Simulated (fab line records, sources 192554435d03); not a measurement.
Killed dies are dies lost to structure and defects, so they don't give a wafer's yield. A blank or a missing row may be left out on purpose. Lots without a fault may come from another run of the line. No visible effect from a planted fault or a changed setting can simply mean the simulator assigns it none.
Lot-split experiment ; flow n5Finfet ; route with 1938 steps; 7 lots, 21 wafers read

== SPLIT DETAILS ==
At N5_BEOL_M0_SAQP_ETCH_106 (etches SOC in N2/H2, stops on SiNx, target depth 150 nm), the setting targetDepthA was moved away from the recipe's 1500 angstrom on 4 of the 21 wafers read, by -6.3% to +9.7%. For the rest of the wafers, this setting stayed at what the recipe calls for.

No step appears in the file between the split and the reading.

== THE READING ==
SOC_of_BEOL_M0_SAQP_COAT_105.thkNm (the simulator's own value, which no gauge read), in nm, at N5_BEOL_M0_SAQP_ETCH_107 (etches SiNx in CH3F/O2, target depth 30 nm). The file does not state a usual value for it. Average 13.6 nm, standard deviation 1.3 nm, over the 17 wafers here run with the recipe.

wafer;tool, chamber at the split;targetDepthA as run, angstrom;against the recipe;SOC_of_BEOL_M0_SAQP_COAT_105.thkNm, nm;against lot-mates on the recipe
L075.3;rieDiel-04, 1;1448;-3.5%;15.8;+1.7
L075.4;rieDiel-04, 1;1500;recipe;13.6;-
L075.6;rieDiel-04, 2;1500;recipe;14.6;-
L076.2;rieDiel-04, 0;1645;+9.7%;3.4;-9.8
L076.3;rieDiel-04, 2;1500;recipe;13.2;-
L076.5;rieDiel-04, 1;1645;+9.7%;5.4;-7.8
L078.3;rieDiel-05, 2;1500;recipe;14.6;-
L078.4;rieDiel-05, 0;1500;recipe;16.8;-
L078.6;rieDiel-05, 3;1500;recipe;14.6;-
L081.1;rieDiel-06, 2;1500;recipe;14.2;-
L081.2;rieDiel-06, 3;1500;recipe;13;-
L081.5;rieDiel-06, 2;1405;-6.3%;18.4;+4.8
L086.1;rieDiel-06, 0;1500;recipe;12.2;-
L086.2;rieDiel-06, 2;1500;recipe;14;-
L086.4;rieDiel-06, 0;1500;recipe;13;-
L087.1;rieDiel-04, 3;1500;recipe;13.6;-
L087.3;rieDiel-04, 1;1500;recipe;13.8;-
L087.4;rieDiel-04, 0;1500;recipe;10.8;-
L096.3;rieDiel-06, 3;1500;recipe;14.8;-
L096.4;rieDiel-06, 0;1500;recipe;11.8;-
L096.5;rieDiel-06, 0;1500;recipe;12.4;-

FIT RESULTS
A straight line over all 21 wafers: SOC_of_BEOL_M0_SAQP_COAT_105.thkNm changes by -0.897 nm for each +1% of targetDepthA; r = -0.92; the points scatter about the line by 1.3 nm.
The same after taking each lot's own level away (the mean of its wafers on the recipe; 21 wafers): -0.858 nm for each +1%; r = -0.94; scatter 1 nm.
Per that fit: largest targetDepthA move, reading shift of 8.3 nm.
From 12.73 to 15.33 nm: that is the span of the lots' own levels, equal to 1.9 times the standard deviation above.
So the lot-to-lot level changes the slope little: the two slopes agree.
Check: for one of the wafers moved furthest among these (+9.7%), held out of the fit, the line's prediction against its lot-mates is -7.49 nm. Against them it came out at -9.8 nm.

== OTHER SPLITS ON THESE WAFERS ==
Other splits were also applied to these wafers ahead of the reading. Each is held against what the fit with the lots' levels taken away leaves over:
other split on the same wafers;wafers away from the commonest value;r with SOC_of_BEOL_M0_SAQP_COAT_105.thkNm (lot level and that fit taken away)
N5_HKMG_FIN_HK_ALD_01 aldCycles;6;-0.29
N5_HKMG_FIN_EXPOSE_46 doseMj;4;+0.05
N5_GATE_CUT_COAT_34 spinRpm;4;+0.05
N5_GATE_CUT_COAT_27 spinRpm;5;-0.18
N5_MOL_CONTACT_COAG_VIA_ETCH_117 biasW;7;-0.18

== THE WHOLE CHAIN: every reading that the file lists as answering this split, in the file's order ==
step;what it does;reading;change (the file's fit);r (the file's)
N5_BEOL_M0_SAQP_ETCH_106;etches SOC in N2/H2, stops on SiNx, target depth 150 nm;SOC_of_BEOL_M0_SAQP_COAT_105.thkNm (the simulator's own value, which no gauge read);-0.815 nm for each +1% of the setting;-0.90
N5_BEOL_M0_SAQP_ETCH_107;etches SiNx in CH3F/O2, target depth 30 nm;SOC_of_BEOL_M0_SAQP_COAT_105.thkNm (the simulator's own value, which no gauge read);-0.834 nm for each +1% of the setting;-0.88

== THE FILE'S OWN FIT ==
SOC_of_BEOL_M0_SAQP_COAT_105.thkNm changes by -0.834 nm for each +1% of targetDepthA, r = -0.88.
